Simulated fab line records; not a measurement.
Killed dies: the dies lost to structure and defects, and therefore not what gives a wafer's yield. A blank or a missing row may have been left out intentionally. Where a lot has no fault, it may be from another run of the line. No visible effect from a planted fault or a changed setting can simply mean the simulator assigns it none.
A struck lot beside a sound one | flow nand harc | 15 steps out of a route of 1302
Sound: wafers L978.1, L978.2, L978.6. Wafers struck: L995.1, L995.3, L995.6. At the end, the cause is stated.
Order at every step that has rows: each side's tool, ch and its chambers, its first start. Under that, the readings that differ: sound wafers | struck wafers | difference of the means | sigmas: that difference in standard deviations of wafers without a fault.
alike: a reading whose means differ by less than 2 such deviations, as well as words and numbers matching on both sides. not compared: withheld readings; readings where some wafer has no value; bounds like >300 that might hide an equal value; numbers whose values overlap and for which the record gives no deviation.
The two part at a step that has a row with sigmas, a row that says differs or no value, or rows on one side only. Numbers that don't overlap but have no deviation are shown without sigmas and don't part them. A reading missing from all wafers of one side parts the sides only when that side holds two or more wafers.

first, 4 steps without rows for these wafers: NHARC_HYBRID_BOND_PRECLEAN_01 (cleans in DIW, time 300 s); NHARC_HYBRID_BOND_SRD_02 (time 30 s, dry time 20 s); NHARC_HYBRID_BOND_BOND_03; NHARC_HYBRID_BOND_ANNEAL_04 (time 7200 s).
NHARC_HYBRID_BOND_OVL_MEAS_05:
  struck on overlay-01, day 31 19:18; sound on overlay-01, day 24 11:08
  alike: overlay x nm, overlay y nm
NHARC_HYBRID_BOND_INSPECT_06: inspects for defects (ir void).
  struck on defect inspect-02, day 31 19:21; sound on defect inspect-01, day 24 11:11
  alike: raw defect count
NHARC_THIN_TSV_GRIND_00:
  sound on grinder-01 ch 0, day 24 12:32; struck on grinder-01 ch 0, day 32 00:00
  alike: motor current A
NHARC_THIN_TSV_CMP_01: polishes.
  sound on cmp-02 ch 1,3, day 24 13:47; struck on cmp-02 ch 0,1,3, day 32 01:15
  alike: motor current A
NHARC_THIN_TSV_THK_MEAS_02: measures by ir.
  struck on film metro-01, day 32 01:31; sound on film metro-02, day 24 14:01
  alike: thk nm
then, 3 steps without rows for these wafers: NHARC_THIN_TSV_SRD_03; NHARC_THIN_TSV_PRECLEAN_41 (cleans in SC1); NHARC_THIN_TSV_SRD_42.
NHARC_THIN_TSV_DEP_43: deposits SiO2, target thk 1328.5 nm.
  sound on pecvd-03 ch 0,1,2, day 24 14:17; struck on pecvd-04 ch 0,1,2, day 32 01:47
  reading            | sound             | struck               | difference | sigmas
  rf fwd power W (W) | 902.6 901.9 896.6 | 1040.2 1045.2 1045.7 | +143.3     | +55
  alike: flow sccm, mfc precursor sccm, throttle valve pct
then, 1 step without rows for these wafers: NHARC_THIN_TSV_DEHYDRATE_04 (time 120 s).
NHARC_END_SORT_01:
  the record has rows for the sound wafers here (prober-02 ch 0, day 25 04:57) and none for the struck ones

WHERE THEY PART
First at NHARC_THIN_TSV_DEP_43; last, within this record, at NHARC_END_SORT_01.

WHY: what the simulator had put in
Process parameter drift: pecvd-04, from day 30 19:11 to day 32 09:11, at NHARC_THIN_TSV_DEP_43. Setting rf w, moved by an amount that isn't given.
